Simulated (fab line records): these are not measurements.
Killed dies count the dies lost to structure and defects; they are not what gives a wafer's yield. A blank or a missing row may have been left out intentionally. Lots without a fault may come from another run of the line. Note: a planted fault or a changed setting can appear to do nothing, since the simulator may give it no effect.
Which of the tools did it? | flow n5Finfet | 27 wafers from 9 lots sampled at 6 of the route's 1938 steps

== WHAT THE GAUGES READ, wafer by wafer ==
N5_MOL_CONTACT_COAG_CD_MEAS_40: target cd 25.1 nm.
lot  | measured     | on       | cdNm (nm)
L423 | day 5 10:00  | cdSem-02 | 24.86 25.17 25.19
L424 | day 5 13:50  | cdSem-01 | 25.09 24.96 25.12
L429 | day 7 00:05  | cdSem-03 | 24.98 24.93 25.16
L432 | day 7 18:11  | cdSem-01 | 25.14 24.86 25.42
L438 | day 9 06:15  | cdSem-01 | 24.70 24.62 24.80
L440 | day 9 15:11  | cdSem-01 | 25.16 25.01 24.73
L442 | day 10 03:41 | cdSem-02 | 25.24 24.92 25.30
L443 | day 10 07:29 | cdSem-01 | 25.03 24.81 24.76
L445 | day 11 02:36 | cdSem-01 | 25.38 24.94 25.44

N5_MOL_CONTACT_COAG_OVL_MEAS_41.
lot  | measured     | on         | VD_OVL (nm)
L423 | day 5 10:02  | overlay-02 | -1.2 -0.5 -0.3
L424 | day 5 13:52  | overlay-01 | 0.0 -0.3 -0.1
L429 | day 7 00:07  | overlay-02 | -0.1 -0.8 -0.6
L432 | day 7 18:13  | overlay-01 | 0.0 0.3 0.0
L438 | day 9 06:17  | overlay-01 | 6.7 5.7 6.0
L440 | day 9 15:13  | overlay-02 | 4.9 5.6 5.7
L442 | day 10 03:43 | overlay-02 | 0.1 -0.3 -0.5
L443 | day 10 07:31 | overlay-01 | -1.2 -0.8 -0.7
L445 | day 11 02:38 | overlay-02 | -1.1 -0.5 -1.0

N5_BEOL_M4_RC_MEAS_101.
lot  | measured     | on        | DIBL_N (mV/V)  | DIBL_P (mV/V)  | IOFF_N (nA/um)    | IOFF_P (nA/um) | ION_N (uA/um) | ION_P (uA/um) | SS_N (mV/dec)  | SS_P (mV/dec)  | VT_N (mV)         | VT_P (mV)
L423 | day 9 01:08  | prober-01 | 37.5 38.1 38.2 | 36.8 38.0 38.0 | 0.167 0.175 0.187 | 0.23 0.25 0.26 | 666 671 680   | 457 462 468   | 71.6 71.3 72.5 | 74.2 73.7 74.3 | 248.8 248.0 248.9 | -249 -244 -246
L424 | day 9 08:17  | prober-02 | 36.5 38.0 35.6 | 35.4 37.1 34.9 | 0.157 0.188 0.149 | 0.23 0.26 0.22 | 674 685 695   | 461 476 479   | 72.0 72.2 71.3 | 72.8 73.8 73.0 | 251.4 244.5 246.2 | -249 -245 -246
L429 | day 10 08:52 | prober-01 | 39.4 35.7 37.3 | 38.9 35.8 36.8 | 0.212 0.142 0.167 | 0.32 0.25 0.27 | 686 662 666   | 472 470 473   | 71.8 70.8 72.1 | 74.2 73.1 73.3 | 244.7 251.3 248.1 | -242 -244 -246
L432 | day 11 14:23 | prober-02 | 35.7 36.0 35.3 | 36.2 36.5 35.6 | 0.166 0.165 0.152 | 0.22 0.22 0.21 | 674 677 667   | 464 463 458   | 71.5 70.5 71.2 | 73.8 73.2 73.4 | 249.9 250.0 250.9 | -248 -248 -249
L438 | day 12 13:53 | prober-01 | 36.2 35.1 35.8 | 36.7 35.2 36.3 | 0.152 0.132 0.154 | 0.19 0.17 0.18 | 667 659 683   | 455 454 461   | 71.4 71.5 71.4 | 73.9 73.3 73.4 | 250.6 254.4 250.6 | -255 -253 -256
L440 | day 12 18:37 | prober-01 | 37.5 35.4 36.4 | 35.8 34.7 35.1 | 0.166 0.140 0.143 | 0.21 0.20 0.20 | 678 668 668   | 463 462 460   | 71.2 71.3 71.1 | 73.0 72.8 72.6 | 249.6 248.2 247.9 | -249 -251 -252
L442 | day 13 16:11 | prober-01 | 38.4 35.0 35.9 | 42.3 37.9 38.6 | 0.213 0.145 0.164 | 0.29 0.21 0.23 | 685 680 682   | 470 470 471   | 72.8 70.8 71.5 | 74.2 72.1 72.9 | 246.6 248.1 250.8 | -245 -250 -249
L443 | day 13 21:23 | prober-01 | 35.9 35.8 35.9 | 35.8 36.3 36.1 | 0.146 0.143 0.152 | 0.20 0.20 0.20 | 667 671 675   | 459 467 462   | 71.0 71.2 71.4 | 73.1 73.1 72.5 | 253.6 250.4 251.3 | -251 -253 -254
L445 | day 14 08:29 | prober-01 | 36.3 36.5 38.5 | 35.8 35.5 39.0 | 0.173 0.165 0.217 | 0.24 0.23 0.30 | 681 671 696   | 463 462 473   | 71.5 72.0 72.0 | 73.2 74.0 74.1 | 246.1 247.7 243.8 | -246 -246 -245

== WHAT TOOL EACH LOT RAN ON (gives the tool, then ch and the chambers of the sampled wafers, and finally the start) ==
lot  | N5_MOL_CONTACT_COAG_ETCHBACK_135  | N5_MOL_CONTACT_COAG_STRIP_96      | N5_MOL_CONTACT_COAG_EXPOSE_37
L423 | rieDiel-03 ch 0,1, day 5 09:11    | rieDiel-03 ch 0,1, day 5 09:17    | euvScanner-01 ch 0, day 5 09:52
L424 | rieDiel-01 ch 1,2,3, day 5 13:01  | rieDiel-01 ch 1,2,3, day 5 13:07  | euvScanner-02 ch 0, day 5 13:41
L429 | rieDiel-01 ch 0,1,3, day 6 23:23  | rieDiel-01 ch 0,1,3, day 6 23:29  | euvScanner-01 ch 0, day 6 23:56
L432 | rieDiel-04 ch 0,2,3, day 7 17:23  | rieDiel-04 ch 0,2,3, day 7 17:29  | euvScanner-02 ch 0, day 7 18:02
L438 | rieDiel-01 ch 0,1,3, day 9 05:26  | rieDiel-01 ch 0,1,3, day 9 05:32  | euvScanner-02 ch 0, day 9 06:07
L440 | rieDiel-03 ch 0,1,3, day 9 14:30  | rieDiel-03 ch 0,1,3, day 9 14:36  | euvScanner-02 ch 0, day 9 15:02
L442 | rieDiel-03 ch 0,1,3, day 10 03:00 | rieDiel-03 ch 0,1,3, day 10 03:06 | euvScanner-01 ch 0, day 10 03:32
L443 | rieDiel-01 ch 0,1,2, day 10 06:47 | rieDiel-01 ch 0,1,2, day 10 06:53 | euvScanner-01 ch 0, day 10 07:21
L445 | rieDiel-01 ch 0,1,3, day 11 01:47 | rieDiel-01 ch 0,1,3, day 11 01:53 | euvScanner-01 ch 0, day 11 02:27
- N5_MOL_CONTACT_COAG_ETCHBACK_135: etches SiO2 in CHF3, target depth 25 nm, time 16.7 s.
- N5_MOL_CONTACT_COAG_STRIP_96: strips in N2/H2.
- N5_MOL_CONTACT_COAG_EXPOSE_37: exposes mask VD, defocus 0 nm.

== WHAT THE TOOLS THEMSELVES READ (means of the sampled wafers that have a number; where no wafer has one, the mark that the record gives instead) ==
N5_MOL_CONTACT_COAG_ETCHBACK_135.
lot  | tool       | drypumpMotorCurrentA (A) | oes_f_703_au (a.u.) | oesProductAu (a.u.) | rfVppV (V) | showerheadPlenumPTorr (Torr) | throttleValvePct (%)
L423 | rieDiel-03 | 5.5                      | 0.68                | 0.68                | 527        | 2.34                         | 18.85
L424 | rieDiel-01 | 6.0                      | 0.74                | 0.74                | 524        | 2.34                         | 18.72
L429 | rieDiel-01 | 5.9                      | 0.78                | 0.77                | 524        | 2.32                         | 18.64
L432 | rieDiel-04 | 5.6                      | 0.82                | 0.83                | 525        | 2.44                         | 18.77
L438 | rieDiel-01 | 5.9                      | 0.76                | 0.76                | 524        | 2.31                         | 18.67
L440 | rieDiel-03 | 5.8                      | 0.86                | 0.87                | 522        | 2.32                         | 18.61
L442 | rieDiel-03 | 5.8                      | 0.85                | 0.86                | 521        | 2.31                         | 18.60
L443 | rieDiel-01 | 6.1                      | 0.73                | 0.72                | 525        | 2.33                         | 18.61
L445 | rieDiel-01 | 5.9                      | 0.75                | 0.74                | 524        | 2.30                         | 18.69

N5_MOL_CONTACT_COAG_STRIP_96.
lot  | tool       | drypumpMotorCurrentA (A) | oesProductAu (a.u.) | rfVppV (V) | showerheadPlenumPTorr (Torr) | throttleValvePct (%)
L423 | rieDiel-03 | 5.5                      | 0.69                | 121.3      | 3.32                         | 19.04
L424 | rieDiel-01 | 6.0                      | 0.74                | 121.2      | 3.31                         | 18.90
L429 | rieDiel-01 | 6.0                      | 0.78                | 121.9      | 3.28                         | 18.87
L432 | rieDiel-04 | 5.6                      | 0.83                | 121.7      | 3.43                         | 18.79
L438 | rieDiel-01 | 6.0                      | 0.75                | 121.0      | 3.27                         | 18.89
L440 | rieDiel-03 | 5.8                      | 0.88                | 122.6      | 3.27                         | 18.94
L442 | rieDiel-03 | 5.8                      | 0.87                | 121.9      | 3.27                         | 18.95
L443 | rieDiel-01 | 6.1                      | 0.73                | 120.8      | 3.29                         | 18.90
L445 | rieDiel-01 | 5.9                      | 0.74                | 119.7      | 3.26                         | 18.91

== THE ANSWER, worked out from the rows above alone ==
Rule: the lots themselves supply what counts as usual. The widest of any qualifying gaps counts: lots, ordered by their means at a reading, are off when they make up no more than a third of the lots, leave a main group of 4 or more, and stand apart from it by 3 or more times the standard deviation of that group's means. A main group whose means are all the same, to the digits that the tables above print for the reading, isn't used. A lot without any number at a reading at which 4 lots or more have one is off too. Any other lot the step has rows for is counted as sound. First the gauges in route order, then the tools' own readings, where a lot's mean is used as printed above. The first step at which some lot is off is used, and at that step the reading that is off furthest; a lot without a number counts as furthest.
Off: L438, L440, at N5_MOL_CONTACT_COAG_OVL_MEAS_41 (VD_OVL). The main group has a mean of -0.5 nm with a standard deviation of 0.35.
If a tool, at a process step before that reading, ran all the lots that are off and no sound lot after the first of them, it fits. Gauges at N5_MOL_CONTACT_COAG_OVL_MEAS_41: tried the same way as those tools. One fits: euvScanner-02 at N5_MOL_CONTACT_COAG_EXPOSE_37. A fault onset in the window from L432 (day 7 18:02, its last sound lot) to L438 (day 9 06:07, its first lot off) fits.

== WHAT THE SIMULATOR PUT IN ==
Scanner matching overlay: euvScanner-02, from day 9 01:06 on, at N5_MOL_CONTACT_COAG_EXPOSE_37. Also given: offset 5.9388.
Shown lots that were struck: L438, L440. The rule above reached the same finding.
